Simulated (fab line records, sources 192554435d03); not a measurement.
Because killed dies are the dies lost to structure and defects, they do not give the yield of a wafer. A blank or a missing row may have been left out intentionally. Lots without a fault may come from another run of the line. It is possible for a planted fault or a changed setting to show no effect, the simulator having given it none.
Matching of chambers / flow n5-finfet / rie-si-04 running N5_FIN_SAQP_MANDREL_ETCH_58: 4 sister chambers
The step etches a-Si in HBr/Cl2, stops on SiNx, target depth 45 nm, bt time 10 s, time 27 s. 8 wafers are shown with their chamber, then 9 later ones without.

== WAFERS WITH THEIR CHAMBER ==
wafer=L076.4; chamber=2; throttle-valve-pct (%)=35.75; drypump-motor-current-A (A)=5.6
wafer=L080.6; chamber=2; throttle-valve-pct (%)=35.77; drypump-motor-current-A (A)=5.5
wafer=L083.5; chamber=1; throttle-valve-pct (%)=34.95; drypump-motor-current-A (A)=5.5
wafer=L085.5; chamber=0; throttle-valve-pct (%)=35.05; drypump-motor-current-A (A)=5.4
wafer=L085.6; chamber=1; throttle-valve-pct (%)=34.91; drypump-motor-current-A (A)=5.5
wafer=L088.2; chamber=3; throttle-valve-pct (%)=35.55; drypump-motor-current-A (A)=6.2
wafer=L088.3; chamber=0; throttle-valve-pct (%)=35.07; drypump-motor-current-A (A)=5.4
wafer=L088.5; chamber=3; throttle-valve-pct (%)=35.56; drypump-motor-current-A (A)=6.2

== WAFERS WITHOUT THEIR CHAMBER ==
wafer=L090.1; throttle-valve-pct (%)=35.77; drypump-motor-current-A (A)=5.6
wafer=L090.2; throttle-valve-pct (%)=35.56; drypump-motor-current-A (A)=6.2
wafer=L090.3; throttle-valve-pct (%)=35.08; drypump-motor-current-A (A)=5.4
wafer=L095.1; throttle-valve-pct (%)=35.07; drypump-motor-current-A (A)=5.4
wafer=L095.2; throttle-valve-pct (%)=35.77; drypump-motor-current-A (A)=5.5
wafer=L095.3; throttle-valve-pct (%)=35.55; drypump-motor-current-A (A)=6.2
wafer=L097.1; throttle-valve-pct (%)=35.05; drypump-motor-current-A (A)=5.4
wafer=L097.3; throttle-valve-pct (%)=35.74; drypump-motor-current-A (A)=5.5
wafer=L097.6; throttle-valve-pct (%)=34.92; drypump-motor-current-A (A)=5.6

== EACH ONE'S CHAMBER ==
wafer=L090.1; from the rows above=2; in truth=2
wafer=L090.2; from the rows above=3; in truth=3
wafer=L090.3; from the rows above=0; in truth=0
wafer=L095.1; from the rows above=0; in truth=0
wafer=L095.2; from the rows above=2; in truth=2
wafer=L095.3; from the rows above=3; in truth=3
wafer=L097.1; from the rows above=0; in truth=0
wafer=L097.3; from the rows above=2; in truth=2
wafer=L097.6; from the rows above=1; in truth=1
9 of 9 placed correctly. From these rows, 0 cannot be placed. Number placed wrongly: 0.
How it was worked out, from the rows above alone: a wafer's distance from a chamber is the root of the sum, over the readings, of the square of ((its reading less the chamber's mean) divided by the reading's scatter). If the next closest chamber is less than 2 further off than the closest, the wafer can't be placed; otherwise it belongs to the closest. A chamber's mean is the mean of its shown wafers. The scatter is the square root of a quotient: the sum, over the shown wafers, of each reading's squared deviation from its chamber's mean, divided by wafers minus chambers.
